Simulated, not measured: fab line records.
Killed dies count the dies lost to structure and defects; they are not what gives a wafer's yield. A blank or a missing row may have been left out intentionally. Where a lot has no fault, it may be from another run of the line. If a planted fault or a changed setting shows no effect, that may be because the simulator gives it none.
fab line records | flow n5_finfet
record: lots: 5 wafers: 15 last_day: 17
route steps=1938 shown BEOL_M12@1613
lots that met no fault: taken from a fault-free run of the same line
start_h: the number of hours between the record's first day and the start of the first shown wafer of the lot | wait_h: hours since the lot's step before | " identical to the entry in the row above | L1.1+2: several wafers, shown together as one row | - no value present, or no start provided | * or withheld: withheld | < > ~ a bound
route shown NAME@n: names a module that has steps shown in the file, with the first one's number in the route | usual: mean/standard deviation of fault-free wafers | same: alike in all rows | chamber/n: place in a boat | sites: readings site by site | _std_site: the values' standard deviation | _edge_site: outer sites' mean less inner sites' | radius_mm: how far each site lies from the wafer's centre | mask NAME#n: copy n | behind: the last tool/chamber to shape the wafer | hold: reason for holding the lot/hours on hold/outcome of the hold | device: the transistor (n, p or np) that didn't switch | end of line: tests of these same wafers at the route's end | a step given without rows: its recipe and nothing more | killed: not the wafer's yield, but the dies lost to structure and defects at the first sort | map: the dies of a wafer, with x for killed, . for not killed, _ for no die there
set.NAME: setting as actually run; set.NAME@STEP: the setting as run at that earlier step | model.NAME: the simulator's own value behind a step, which no gauge read
certain route steps with their lots: each step a table, each wafer a row
services: when a tool's chamber went out of use (start_h, in hours from the record's first day, below 0 if earlier), for how many hours, and the reason
== steps ==
step: N5_BEOL_M12_OVL_MEAS_11
recipe: points_per_wafer: 44
usual: V11_OVL: -1/6.1
columns lot.wafer tool chamber start_h wait_h V11_OVL[nm]
L077.2 overlay-01 0 234.79 0.1 12
L077.3 " 0 " " 9
L077.5 " 0 " " 0
L083.2 overlay-01 0 292.60 0.0 -2
L083.4 " 0 " " -8
L083.6 " 0 " " -3
L088.1 overlay-01 0 322.90 0.0 -5
L088.2 " 0 " " -7
L088.6 " 0 " " -9
L095.1 overlay-02 0 365.24 0.0 -17
L095.3 " 0 " " -13
L095.5 " 0 " " -10
L096.3 overlay-02 0 368.35 0.0 -11
L096.4 " 0 " " -5
L096.5 " 0 " " -7
step: N5_BEOL_M12_INSPECT_12
recipe: mode: adi inspect_instrument: macro
usual: raw_defect_count: 2.2/1.4
columns lot.wafer tool chamber start_h wait_h raw_defect_count
L077.2 defect_inspect-01 - 234.81 0.0 1
L077.3 " - " " 1
L077.5 " - " " 3
L083.2 defect_inspect-01 - 292.62 0.0 1
L083.4 " - " " 2
L083.6 " - " " 0
L088.1 defect_inspect-01 - 322.93 0.0 2
L088.2 " - " " 4
L088.6 " - " " 2
L095.1 defect_inspect-02 - 365.27 0.0 2
L095.3 " - " " 2
L095.5 " - " " 0
L096.3 defect_inspect-01 - 368.37 0.0 3
L096.4 " - " " 1
L096.5 " - " " 7
step: N5_BEOL_M12_DESCUM_15
recipe: chemistry: O2 time_s: 7.9 source_power_w: 50 bias_power_w: 20 pressure_mtorr: 20 rf_frequency_hz: 2.712e+07 temp_c: 40 o2_flow_sccm: 225
usual: drypump_motor_current_A: 5.9/0.35 oes_product_au: 0.82/0.1 rf_vpp_V: 243.3/1 showerhead_plenum_p_Torr: 2.09/0.049 throttle_valve_pct: 20.40/0.23
same: time_s: 7.9
columns lot.wafer tool chamber start_h wait_h drypump_motor_current_A oes_product_au rf_hours_counter_h rf_vpp_V showerhead_plenum_p_Torr throttle_valve_pct
L077.2 rie_diel-04 3 234.84 0.0 6.0 0.93 18 241.9 2.05 20.19
L077.3 " 1 " " 5.7 0.74 159 244.8 2.17 20.67
L077.5 " 2 " " 5.1 0.71 - 242.1 2.06 20.69
L083.2 rie_diel-01 0 292.66 0.0 6.4 0.82 72 245.8 2.20 20.54
L083.4 " 1 " " 6.7 0.70 233 242.8 2.05 20.65
L083.6 " 1 " " 6.6 0.69 - 243.6 2.05 20.66
L088.1 rie_diel-01 0 322.96 0.0 6.5 0.82 83 244.6 2.20 20.53
L088.2 " 1 " " 6.6 0.69 243 241.9 2.05 20.66
L088.6 " 2 " " 5.9 0.71 - 243.6 2.08 20.33
L095.1 rie_diel-03 2 365.39 0.1 5.8 0.66 247 243.4 2.06 20.69
L095.3 " 1 " " 6.0 0.86 49 242.3 2.04 20.45
L095.5 " 3 " " 6.2 0.88 - 242.9 2.03 20.19
L096.3 rie_diel-01 2 368.91 0.5 5.9 0.69 217 242.1 2.07 20.37
L096.4 " 1 " " 6.6 0.96 - 241.9 2.04 20.29
L096.5 " 2 " " 5.9 0.70 - 242.2 2.07 20.37
step: N5_BEOL_M12_ETCH_59
recipe: chemistry: N2/H2 target: BARC target_depth_a: 890 overetch_a: 267 time_s: 67.9 ion_energy_ev: 200 pressure_mtorr: 30 source_w: 840 bias_w: 150 n2_flow_sccm: 200 h2_flow_sccm: 200
usual: drypump_motor_current_A: 5.9/0.35 oes_product_au: 0.70/0.082 rf_vpp_V: 523.7/2 showerhead_plenum_p_Torr: 2.54/0.061 throttle_valve_pct: 17.91/0.25
same: time_s: 67.9
columns lot.wafer tool chamber start_h wait_h drypump_motor_current_A oes_product_au rf_hours_counter_h rf_vpp_V showerhead_plenum_p_Torr throttle_valve_pct
L077.2 rie_diel-04 3 234.88 0.0 6.1 0.78 18 522.0 2.50 17.70
L077.3 " 1 " " 5.7 0.65 159 526.8 2.65 18.25
L077.5 " 2 " " 5.2 0.61 - 524.4 2.51 18.18
L083.2 rie_diel-01 0 292.69 0.0 6.5 0.70 72 527.8 2.68 17.98
L083.4 " 1 " " 6.7 0.60 233 522.8 2.51 18.26
L083.6 " 1 " " 6.6 0.60 - 523.4 2.51 18.28
L088.1 rie_diel-01 0 323.00 0.0 6.5 0.70 83 527.3 2.68 18.00
L088.2 " 1 " " 6.6 0.59 243 522.4 2.50 18.30
L088.6 " 2 " " 5.9 0.62 - 524.3 2.53 17.88
L095.1 rie_diel-03 2 365.42 0.0 5.8 0.58 247 522.0 2.51 18.14
L095.3 " 1 " " 6.0 0.73 49 523.0 2.48 17.98
L095.5 " 3 " " 6.2 0.75 - 523.1 2.48 17.65
L096.3 rie_diel-01 2 368.95 0.0 5.9 0.60 217 522.9 2.52 17.92
L096.4 " 1 " " 6.6 0.82 - 521.9 2.50 17.89
L096.5 " 2 " " 5.9 0.60 - 521.2 2.52 17.92
step: N5_BEOL_M12_VIA_ETCH_16
recipe: chemistry: C4F8/O2/Ar target: SiOC pressure_mtorr: 30 source_w: 3000 bias_w: 700 Ar_flow_sccm: 400 C4F8_flow_sccm: 15 O2_flow_sccm: 8 he_inner_torr: 15 he_outer_torr: 30 target_depth_a: 7248 time_s: withheld ion_energy_ev: 250 ends: cleared
usual: drypump_motor_current_A: 5.9/0.35 oes_product_au: 0.74/0.091 rf_vpp_V: 665.5/2.2 showerhead_plenum_p_Torr: 3.41/0.077 throttle_valve_pct: 24.18/0.23
columns lot.wafer tool chamber start_h wait_h drypump_motor_current_A oes_product_au rf_vpp_V showerhead_plenum_p_Torr throttle_valve_pct
L077.2 rie_diel-04 3 234.93 0.0 6.1 0.84 664.5 3.35 23.97
L077.3 " 1 " " 5.7 0.68 669.3 3.53 24.43
L077.5 " 2 " " 5.2 0.65 664.2 3.39 24.52
L083.2 rie_diel-01 0 292.74 0.0 6.5 0.74 670.9 3.59 24.39
L083.4 " 1 " " 6.7 0.64 663.5 3.37 24.52
L083.6 " 1 " " 6.6 0.63 665.9 3.37 24.51
L088.1 rie_diel-01 0 323.05 0.0 6.5 0.73 670.1 3.59 24.42
L088.2 " 1 " " 6.6 0.62 664.7 3.37 24.52
L088.6 " 2 " " 5.9 0.64 666.6 3.41 24.15
L095.1 rie_diel-03 2 365.47 0.0 5.8 0.60 664.0 3.35 24.36
L095.3 " 1 " " 6.0 0.77 663.2 3.34 24.24
L095.5 " 3 " " 6.2 0.80 663.4 3.32 23.94
L096.3 rie_diel-01 2 369.00 0.0 5.9 0.63 664.3 3.40 24.16
L096.4 " 1 " " 6.6 0.88 663.7 3.36 24.24
L096.5 " 2 " " 5.9 0.62 662.9 3.40 24.17
step: N5_BEOL_M12_STRIP_63
recipe: chemistry: N2/H2 power_w: 1000 temp_c: 250 h2_frac: 0.65 overash_fraction: 0.3 pressure_mtorr: 1000 n2_flow_sccm: 1750 h2_flow_sccm: 3250
usual: drypump_motor_current_A: 5.84/0.044 heater_power_w: 349/38 oes_product_au: 0.693/0.0049 strip_time_to_endpoint_s: 42.5/0.73
columns lot.wafer tool chamber start_h wait_h drypump_motor_current_A heater_power_w oes_product_au rf_hours_counter_h strip_time_to_endpoint_s
L077.2 plasma_asher-01 0 235.13 - 5.82 367 0.689 117 43.0
L077.3 " 1 " " 5.89 305 0.700 - 41.5
L077.5 " 1 " " 5.89 310 0.691 - 41.7
L083.2 plasma_asher-01 0 292.94 - 5.84 366 0.687 130 43.3
L083.4 " 0 " " 5.83 367 0.696 - 42.7
L083.6 " 1 " " 5.82 310 0.688 - 42.1
L088.1 plasma_asher-01 1 323.25 - 5.80 308 0.696 137 43.4
L088.2 " 0 " " 5.83 361 0.690 137 42.4
L088.6 " 1 " " 5.81 299 0.691 - 42.2
L095.1 plasma_asher-02 0 365.67 - 5.87 417 0.693 92 41.9
L095.3 " 0 " " 5.87 407 0.692 - 41.9
L095.5 " 1 " " 5.76 339 0.696 - 41.0
L096.3 plasma_asher-01 1 369.22 - 5.84 304 0.695 - 41.8
L096.4 " 0 " " 5.82 355 0.696 - 41.6
L096.5 " 1 " " 5.83 301 0.701 - 42.9
step: N5_BEOL_M12_STRIP_64
recipe: chemistry: N2/H2 power_w: 1000 temp_c: 250 h2_frac: 0.65 overash_fraction: 0.3 pressure_mtorr: withheld n2_flow_sccm: 1750 h2_flow_sccm: 3250
usual: drypump_motor_current_A: 5.83/0.045 heater_power_w: 349/37 oes_product_au: 0.715/0.0047 strip_time_to_endpoint_s: 31.30/0.06
columns lot.wafer tool chamber start_h wait_h drypump_motor_current_A heater_power_w oes_product_au rf_hours_counter_h strip_time_to_endpoint_s
L077.2 plasma_asher-01 0 235.19 0.0 5.83 373 0.720 117 31.38
L077.3 " 1 " " 5.82 303 0.709 - 31.31
L077.5 " 1 " " 5.85 304 0.713 - 31.35
L083.2 plasma_asher-01 0 293.00 0.0 5.86 368 0.705 130 31.29
L083.4 " 0 " " 5.87 352 0.711 - 31.25
L083.6 " 1 " " 5.82 304 0.716 - 31.19
L088.1 plasma_asher-01 1 323.31 0.0 5.86 304 0.720 137 31.26
L088.2 " 0 " " 5.84 363 0.721 137 31.30
L088.6 " 1 " " 5.82 304 0.717 - 31.32
L095.1 plasma_asher-02 0 365.73 0.0 5.88 410 0.718 93 31.28
L095.3 " 0 " " 5.92 401 0.723 - 31.25
L095.5 " 1 " " 5.77 335 0.716 - 31.27
L096.3 plasma_asher-01 1 369.28 0.0 5.87 306 0.712 - 31.42
L096.4 " 0 " " 5.83 362 0.722 - 31.31
L096.5 " 1 " " 5.87 298 0.711 - 31.29
step: N5_BEOL_M12_STRIP_71
recipe: chemistry: post_etch_residue_remover time_s: 60 temp_c: 25 remover_ph: withheld remover_water_wt_pct: withheld remover_fluoride_wt_pct: withheld
same: time_s: 60
columns lot.wafer tool chamber start_h wait_h
L077.2+3+5 wet_bench-04 0,1,2 235.28 0.1
L083.2+4+6 wet_bench-06 2,4,6 293.09 0.1
L088.1+2+6 wet_bench-04 1,0,2 323.39 0.1
L095.1+3+5 wet_bench-01 1,0,4 365.82 0.1
L096.3+4+5 wet_bench-01 0,7,3 369.35 0.0
step: N5_BEOL_M12_SRD_72
recipe: time_s: 30 temp_c: 23 rinse_liquid: diw dry: n2_spin spin_rpm: 1500 dry_time_s: 30
usual: bath_heat_duty_pct: 3.6/0.5 spin_rpm: 1499.9/0.78
same: time_s: 30
columns lot.wafer tool chamber start_h wait_h bath_heat_duty_pct spin_rpm
L077.2 wet_bench-04 0 235.30 0.0 3.4 1500.4
L077.3 " 1 " " 4.1 1500.4
L077.5 " 2 " " 3.5 1499.9
L083.2 wet_bench-06 2 293.13 0.0 4.0 1498.2
L083.4 " 4 " " 4.2 1500.4
L083.6 " 6 " " 3.5 1501.0
L088.1 wet_bench-04 1 323.44 0.0 3.3 1499.2
L088.2 " 0 " " 3.7 1500.6
L088.6 " 2 " " 3.5 1500.9
L095.1 wet_bench-01 1 365.84 0.0 3.8 1500.1
L095.3 " 0 " " 3.3 1499.1
L095.5 " 4 " " 3.3 1499.9
L096.3 wet_bench-01 0 369.36 0.0 3.2 1499.3
L096.4 " 7 " " 3.8 1499.7
L096.5 " 3 " " 4.0 1500.8
step: N5_BEOL_M12_CD_MEAS_17
recipe: target_cd_nm: 140 polarity: opening
usual: cd_nm: 140.9/1.7
columns lot.wafer tool chamber start_h wait_h cd_nm
L077.2 cd_sem-02 - 235.34 0.0 140.4
L077.3 " - " " 140.6
L077.5 " - " " 140.6
L083.2 cd_sem-03 - 293.19 0.0 141.5
L083.4 " - " " 139.1
L083.6 " - " " 143.1
L088.1 cd_sem-01 - 323.50 0.0 140.2
L088.2 " - " " 141.4
L088.6 " - " " 141.7
L095.1 cd_sem-02 - 365.88 0.0 141.2
L095.3 " - " " 140.6
L095.5 " - " " 140.4
L096.3 cd_sem-03 - 369.41 0.0 139.9
L096.4 " - " " 140.5
L096.5 " - " " 141.8
step: N5_BEOL_M12_COAT_65
recipe: resist: SOC temp_c: 250 time_s: 60 spin_rpm: 1500 resist_thk_nm: 300
same: time_s: 60
columns lot.wafer tool chamber start_h wait_h
L077.2+3+5 litho_track-04 0 235.38 0.0
L083.2+4+6 litho_track-02 0 293.22 0.0
L088.1+2+6 litho_track-02 0 323.53 0.0
L095.1+3+5 litho_track-03 0 365.92 0.0
L096.3+4+5 litho_track-04 0 369.44 0.0
step: N5_BEOL_M12_COAT_66
recipe: resist: SiARC temp_c: 220 time_s: 60 spin_rpm: 1500 resist_thk_nm: 110
same: time_s: 60
columns lot.wafer tool chamber start_h wait_h
L077.2+3+5 litho_track-04 0 - -
L083.2+4+6 litho_track-02 0 - -
L088.1+2+6 litho_track-02 0 - -
L095.1+3+5 litho_track-03 0 - -
L096.3+4+5 litho_track-04 0 - -
step: N5_BEOL_M12_COAT_22
recipe: spin_rpm: 2888 resist_thk_nm: 300
columns lot.wafer tool chamber start_h wait_h
L077.2+3+5 litho_track-04 0 - -
L083.2+4+6 litho_track-02 0 - -
L088.1+2+6 litho_track-02 0 - -
L095.1+3+5 litho_track-03 0 - -
L096.3+4+5 litho_track-04 0 - -
step: N5_BEOL_M12_EBR_24
recipe: solvent: PGMEA ebr_width_mm: 1.5
columns lot.wafer tool chamber start_h wait_h
L077.2+3+5 litho_track-04 0 - -
L083.2+4+6 litho_track-02 0 - -
L088.1+2+6 litho_track-02 0 - -
L095.1+3+5 litho_track-03 0 - -
L096.3+4+5 litho_track-04 0 - -
step: N5_BEOL_M12_SOFTBAKE_23
recipe: temp_c: 130 time_s: 60
same: time_s: 60
columns lot.wafer tool chamber start_h wait_h
L077.2+3+5 litho_track-04 0 - -
L083.2+4+6 litho_track-02 0 - -
L088.1+2+6 litho_track-02 0 - -
L095.1+3+5 litho_track-03 0 - -
L096.3+4+5 litho_track-04 0 - -
step: N5_BEOL_M12_EXPOSE_25
recipe: mask_id: M12 na: 0.93 source_shape: conventional sigma_outer: 0.4 polarization: unpolarized dose_mj: 21.8
columns lot.wafer tool chamber start_h wait_h mask
L077.2+3+5 krf_scanner-01 0 235.50 - M12#0
L083.2+4+6 krf_scanner-02 0 293.47 - M12#0
L088.1+2+6 krf_scanner-01 0 323.65 - M12#0
L095.1+3+5 krf_scanner-02 0 366.16 - M12#0
L096.3+4+5 krf_scanner-02 0 369.57 - M12#0
step: N5_BEOL_M12_PEB_26
recipe: peb_temp_c: 130 peb_time_s: 90
columns lot.wafer tool chamber start_h wait_h
L077.2+3+5 litho_track-03 0 235.55 0.0
L083.2+4+6 litho_track-02 0 293.52 0.0
L088.1+2+6 litho_track-04 0 323.71 0.1
L095.1+3+5 litho_track-04 0 366.22 0.1
L096.3+4+5 litho_track-02 0 369.62 0.0
step: N5_BEOL_M12_DEVELOP_27
recipe: develop_time_s: 45 rinse_liquid: diw dry: air_spin dev_temp_c: 21
same: develop_time_s: 45
columns lot.wafer tool chamber start_h wait_h
L077.2+3+5 litho_track-03 0 - -
L083.2+4+6 litho_track-02 0 - -
L088.1+2+6 litho_track-04 0 - -
L095.1+3+5 litho_track-04 0 - -
L096.3+4+5 litho_track-02 0 - -
step: N5_BEOL_M12_HARDBAKE_32
recipe: temp_c: 130 time_s: 120
same: time_s: 120
columns lot.wafer tool chamber start_h wait_h
L077.2+3+5 litho_track-03 0 - -
L083.2+4+6 litho_track-02 0 - -
L088.1+2+6 litho_track-04 0 - -
L095.1+3+5 litho_track-04 0 - -
L096.3+4+5 litho_track-02 0 - -
step: N5_BEOL_M12_CD_MEAS_28
recipe: target_cd_nm: 160.2 landing_energy_ev: 500 detector: se_inlens polarity: opening
usual: cd_nm: 160.3/1.2
columns lot.wafer tool chamber start_h wait_h cd_nm
L077.2 cd_sem-02 0 235.67 - 160.7
L077.3 " 0 " " 160.9
L077.5 " 0 " " 159.8
L083.2 cd_sem-02 0 293.64 - 159.9
L083.4 " 0 " " 160.6
L083.6 " 0 " " 161.2
L088.1 cd_sem-02 0 323.82 - 161.3
L088.2 " 0 " " 162.5
L088.6 " 0 " " 160.7
L095.1 cd_sem-02 0 366.34 - 160.2
L095.3 " 0 " " 160.8
L095.5 " 0 " " 160.8
L096.3 cd_sem-03 0 369.73 - 159.6
L096.4 " 0 " " 160.2
L096.5 " 0 " " 159.8
step: N5_BEOL_M12_OVL_MEAS_29
recipe: points_per_wafer: 44
usual: M12_OVL: -1/5.7
columns lot.wafer tool chamber start_h wait_h M12_OVL[nm]
L077.2 overlay-02 0 235.70 0.0 1
L077.3 " 0 " " -1
L077.5 " 0 " " -2
L083.2 overlay-02 0 293.67 0.0 -11
L083.4 " 0 " " -9
L083.6 " 0 " " -4
L088.1 overlay-01 0 323.85 0.0 14
L088.2 " 0 " " 6
L088.6 " 0 " " 6
L095.1 overlay-01 0 366.37 0.0 -2
L095.3 " 0 " " -2
L095.5 " 0 " " 1
L096.3 overlay-02 0 369.76 0.0 -4
L096.4 " 0 " " -1
L096.5 " 0 " " -7
step: N5_BEOL_M12_INSPECT_30
recipe: mode: adi inspect_instrument: macro
usual: raw_defect_count: 2.2/1.6
columns lot.wafer tool chamber start_h wait_h raw_defect_count
L077.2 defect_inspect-01 - 235.72 0.0 3
L077.3 " - " " 2
L077.5 " - " " 2
L083.2 defect_inspect-01 - 293.69 0.0 2
L083.4 " - " " 6
L083.6 " - " " 2
L088.1 defect_inspect-01 - 323.88 0.0 1
L088.2 " - " " 3
L088.6 " - " " 5
L095.1 defect_inspect-02 - 366.39 0.0 6
L095.3 " - " " 4
L095.5 " - " " 3
L096.3 defect_inspect-01 - 369.79 0.0 3
L096.4 " - " " 0
L096.5 " - " " 6
step: N5_BEOL_M12_DESCUM_33
recipe: chemistry: O2 time_s: 7.9 source_power_w: 50 bias_power_w: 20 pressure_mtorr: 20 rf_frequency_hz: 2.712e+07 temp_c: 40 o2_flow_sccm: 225
usual: drypump_motor_current_A: 5.9/0.39 oes_product_au: 0.81/0.1 rf_vpp_V: 243.1/1.1 showerhead_plenum_p_Torr: 2.09/0.051 throttle_valve_pct: 20.42/0.23
same: time_s: 7.9
columns lot.wafer tool chamber start_h wait_h drypump_motor_current_A oes_product_au rf_hours_counter_h rf_vpp_V showerhead_plenum_p_Torr throttle_valve_pct
L077.2 rie_diel-03 1 235.84 0.1 6.0 0.93 12 241.8 2.05 20.37
L077.3 " 2 " " 5.8 0.69 205 242.4 2.07 20.63
L077.5 " 3 " " 6.1 1.01 - 240.4 2.05 20.13
L083.2 rie_diel-01 1 293.84 0.1 6.6 0.70 234 242.3 2.05 20.65
L083.4 " 2 " " 5.9 0.72 188 244.1 2.08 20.32
L083.6 " 2 " " 5.9 0.73 - 243.7 2.08 20.32
L088.1 rie_diel-01 2 323.94 0.1 5.9 0.71 196 241.5 2.08 20.34
L088.2 " 3 " " 6.1 0.79 104 243.1 2.11 20.61
L088.6 " 2 " " 5.9 0.70 - 243.9 2.08 20.32
L095.1 rie_diel-03 0 367.22 0.8 5.5 0.90 43 242.9 2.12 20.08
L095.3 " 3 " " 6.1 0.89 52 242.8 2.03 20.21
L095.5 " 1 " " 6.0 0.85 - 240.8 2.04 20.45
L096.3 rie_diel-01 2 369.89 0.1 5.9 0.69 218 242.7 2.07 20.36
L096.4 " 0 " " 6.4 0.79 - 244.1 2.19 20.57
L096.5 " 2 " " 5.8 0.70 - 243.4 2.07 20.37
step: N5_BEOL_M12_ETCH_67
recipe: chemistry: CF4 target: SiARC target_depth_a: 1430 time_s: 238.3 ion_energy_ev: 80 pressure_mtorr: 40 source_w: 545 bias_w: 36 Ar_flow_sccm: 100 cf4_flow_sccm: 100 ends: cleared
usual: drypump_motor_current_A: 5.9/0.39 etch_rf_on_time_s: 239/3.8 oes_product_au: 0.69/0.087 rf_vpp_V: 184.0/1 showerhead_plenum_p_Torr: 2.14/0.051 throttle_valve_pct: 15.62/0.26
columns lot.wafer tool chamber start_h wait_h drypump_motor_current_A etch_rf_on_time_s oes_product_au rf_hours_counter_h rf_vpp_V showerhead_plenum_p_Torr throttle_valve_pct
L077.2 rie_diel-03 1 235.87 0.0 6.0 238 0.79 12 184.4 2.11 15.52
L077.3 " 2 " " 5.8 248 0.58 205 184.7 2.12 15.81
L077.5 " 3 " " 6.2 234 0.87 - 184.2 2.10 15.27
L083.2 rie_diel-01 1 293.87 0.0 6.6 238 0.60 234 184.3 2.12 15.96
L083.4 " 2 " " 5.9 244 0.62 188 182.7 2.14 15.58
L083.6 " 2 " " 5.9 242 0.62 - 182.8 2.13 15.59
L088.1 rie_diel-01 2 323.97 0.0 5.9 243 0.61 196 183.2 2.13 15.57
L088.2 " 3 " " 6.1 238 0.68 104 183.6 2.16 15.76
L088.6 " 2 " " 5.9 242 0.61 - 184.8 2.13 15.59
L095.1 rie_diel-03 0 367.26 0.0 5.5 235 0.77 43 184.5 2.18 15.28
L095.3 " 3 " " 6.1 234 0.75 52 183.6 2.09 15.40
L095.5 " 1 " " 6.0 236 0.74 - 182.0 2.09 15.58
L096.3 rie_diel-01 2 369.93 0.0 5.9 245 0.59 218 182.0 2.13 15.61
L096.4 " 0 " " 6.5 243 0.67 - 185.9 2.25 15.78
L096.5 " 2 " " 5.9 244 0.59 - 183.1 2.12 15.63
step: N5_BEOL_M12_ETCH_68
recipe: chemistry: N2/H2 target: SOC mask_material: SiARC source_w: 3000 bias_w: 350 temp_c: 40 time_s: 285 ion_energy_ev: 200 pressure_mtorr: 30 n2_flow_sccm: 200 h2_flow_sccm: 200
usual: drypump_motor_current_A: 5.9/0.39 oes_product_au: 0.81/0.1 rf_vpp_V: 523.8/2 showerhead_plenum_p_Torr: 2.54/0.063 throttle_valve_pct: 17.83/0.24
same: time_s: 285
columns lot.wafer tool chamber start_h wait_h drypump_motor_current_A oes_product_au rf_hours_counter_h rf_vpp_V showerhead_plenum_p_Torr throttle_valve_pct
L077.2 rie_diel-03 1 236.02 0.1 6.0 0.93 12 522.3 2.50 17.80
L077.3 " 2 " " 5.8 0.69 205 522.5 2.53 17.98
L077.5 " 3 " " 6.2 1.01 - 521.8 2.50 17.43
L083.2 rie_diel-01 1 294.02 0.1 6.7 0.70 234 522.4 2.51 18.16
L083.4 " 2 " " 5.9 0.71 188 525.1 2.53 17.77
L083.6 " 2 " " 5.9 0.71 - 524.4 2.53 17.77
L088.1 rie_diel-01 2 324.12 0.1 5.9 0.71 196 524.8 2.53 17.78
L088.2 " 3 " " 6.1 0.79 104 524.0 2.56 17.92
L088.6 " 2 " " 5.9 0.71 - 523.6 2.53 17.78
L095.1 rie_diel-03 0 367.41 0.1 5.5 0.90 43 524.4 2.59 17.47
L095.3 " 3 " " 6.2 0.88 52 520.9 2.48 17.54
L095.5 " 1 " " 6.0 0.86 - 522.9 2.48 17.88
L096.3 rie_diel-01 2 370.07 0.1 5.9 0.70 218 523.7 2.52 17.81
L096.4 " 0 " " 6.4 0.79 - 529.2 2.67 17.92
L096.5 " 2 " " 5.9 0.69 - 522.7 2.52 17.81
step: N5_BEOL_M12_STRIP_69
recipe: chemistry: N2/H2 temp_c: 40 n2_flow_sccm: 200 h2_flow_sccm: 200 rf_frequency_hz: 6e+07
columns lot.wafer tool chamber start_h wait_h
L077.2+3+5 rie_diel-03 1,2,3 236.19 0.1
L083.2+4+6 rie_diel-01 1,2,2 294.19 0.1
L088.1+2+6 rie_diel-01 2,3,2 324.29 0.1
L095.1+3+5 rie_diel-03 0,3,1 367.58 0.1
L096.3+4+5 rie_diel-01 2,0,2 370.24 0.1
step: N5_BEOL_M12_TRENCH_ETCH_34
recipe: chemistry: C4F8/O2/Ar target: SiOC target_depth_a: 3189.5 mask_material: SOC pressure_mtorr: 30 source_w: 3000 bias_w: 700 Ar_flow_sccm: 400 C4F8_flow_sccm: 15 O2_flow_sccm: 8 he_inner_torr: 15 he_outer_torr: 30 time_s: 125.5 ion_energy_ev: 250
usual: drypump_motor_current_A: 5.9/0.39 oes_product_au: 0.81/0.1 rf_vpp_V: 665.5/2.5 showerhead_plenum_p_Torr: 3.41/0.079 throttle_valve_pct: 24.21/0.23
same: time_s: 125.5
columns lot.wafer tool chamber start_h wait_h drypump_motor_current_A oes_product_au rf_hours_counter_h rf_vpp_V showerhead_plenum_p_Torr throttle_valve_pct
L077.2 rie_diel-03 1 236.20 0.0 6.0 0.92 12 663.5 3.36 24.20
L077.3 " 2 " " 5.8 0.68 205 664.1 3.37 24.28
L077.5 " 3 " " 6.1 1.01 - 663.7 3.35 23.89
L083.2 rie_diel-01 1 294.20 0.0 6.7 0.70 234 663.6 3.37 24.51
L083.4 " 2 " " 5.9 0.71 188 664.2 3.41 24.15
L083.6 " 2 " " 5.9 0.71 - 663.5 3.41 24.14
L088.1 rie_diel-01 2 324.30 0.0 5.9 0.70 197 664.5 3.41 24.15
L088.2 " 3 " " 6.1 0.79 104 666.0 3.44 24.38
L088.6 " 2 " " 5.9 0.71 - 664.2 3.41 24.17
L095.1 rie_diel-03 0 367.59 0.0 5.5 0.90 43 667.2 3.47 23.87
L095.3 " 3 " " 6.2 0.89 52 663.7 3.32 23.93
L095.5 " 1 " " 6.0 0.85 - 663.4 3.34 24.24
L096.3 rie_diel-01 2 370.25 0.0 5.9 0.70 218 664.2 3.40 24.17
L096.4 " 0 " " 6.5 0.79 - 671.2 3.58 24.42
L096.5 " 2 " " 5.9 0.70 - 664.4 3.40 24.18
step: N5_BEOL_M12_STRIP_70
recipe: chemistry: C4F8/O2/Ar resist: SiARC rf_frequency_hz: 6e+07
columns lot.wafer tool chamber start_h wait_h
L077.2+3+5 rie_diel-03 1,2,3 236.31 0.1
L083.2+4+6 rie_diel-01 1,2,2 294.32 0.1
L088.1+2+6 rie_diel-01 2,3,2 324.42 0.1
L095.1+3+5 rie_diel-03 0,3,1 367.70 0.1
L096.3+4+5 rie_diel-01 2,0,2 370.37 0.1
step: N5_BEOL_M12_OCD_MEAS_35
usual: trench_depth_nm: 318/4.4
columns lot.wafer tool chamber start_h wait_h trench_depth_nm
L077.2 ocd-01 - 236.36 0.0 321
L077.3 " - " " 311
L077.5 " - " " 323
L083.2 ocd-01 - 294.36 0.0 313
L083.4 " - " " 312
L083.6 " - " " 311
L088.1 ocd-01 - 324.46 0.0 310
L088.2 " - " " 318
L088.6 " - " " 314
L095.1 ocd-01 - 367.74 0.0 323
L095.3 " - " " 324
L095.5 " - " " 322
L096.3 ocd-01 - 370.41 0.0 313
L096.4 " - " " 318
L096.5 " - " " 312
step: N5_BEOL_M12_STRIP_37
recipe: chemistry: N2/H2 power_w: 1000 temp_c: 250 h2_frac: 0.65 overash_fraction: 0.3 pressure_mtorr: withheld n2_flow_sccm: 1750 h2_flow_sccm: 3250
usual: drypump_motor_current_A: 5.84/0.049 heater_power_w: 354/39 oes_product_au: 0.791/0.0099
columns lot.wafer tool chamber start_h wait_h drypump_motor_current_A heater_power_w oes_product_au rf_hours_counter_h
L077.2 plasma_asher-01 0 236.39 0.0 5.83 362 0.794 117
L077.3 " 1 " " 5.86 314 0.793 -
L077.5 " 1 " " 5.88 301 0.794 -
L083.2 plasma_asher-01 1 294.39 0.0 5.80 305 0.779 131
L083.4 " 0 " " 5.84 355 0.782 -
L083.6 " 0 " " 5.83 375 0.796 -
L088.1 plasma_asher-02 1 324.49 0.0 5.81 331 0.795 81
L088.2 " 0 " " 5.83 406 0.775 81
L088.6 " 1 " " 5.77 326 0.796 -
L095.1 plasma_asher-01 0 367.78 0.0 5.82 361 0.766 143
L095.3 " 0 " " 5.82 367 0.785 -
L095.5 " 0 " " 5.83 357 0.774 -
L096.3 plasma_asher-01 0 370.47 0.1 5.83 364 0.797 -
L096.4 " 1 " " 5.81 309 0.785 -
L096.5 " 0 " " 5.84 361 0.792 -
== services ==
columns tool chamber start_h hours kind
krf_scanner-01 - 210.87 1.0 pm
krf_scanner-02 - 228.45 0.8 pm
rie_diel-01 1 228.63 16.2 repair
krf_scanner-02 - 235.06 0.8 repair
rie_diel-03 - 239.55 1.0 repair
rie_diel-03 1 261.09 19.7 repair
plasma_asher-02 - 261.19 2.8 pm
krf_scanner-02 - 269.02 1.0 pm
krf_scanner-02 - 270.63 0.2 repair
wet_bench-06 - 279.04 1.9 pm
plasma_asher-01 - 282.59 1.4 repair
plasma_asher-02 - 307.61 2.4 repair
rie_diel-03 2 333.64 14.0 repair
rie_diel-01 1 336.70 - clean
rie_diel-01 1 336.70 - consumable_replace:focus_ring
rie_diel-01 1 336.70 22.8 scheduled_down
rie_diel-01 1 336.70 22.8 vent_cycle
rie_diel-04 0 346.07 5.5 repair
wet_bench-04 - 347.96 1.9 repair
plasma_asher-01 - 349.76 10.1 repair
rie_diel-01 0 350.57 4.9 repair
krf_scanner-01 - 363.51 0.8 pm
rie_diel-01 3 365.79 24.3 repair
wet_bench-01 - 369.94 3.2 repair
== key ==
fault none
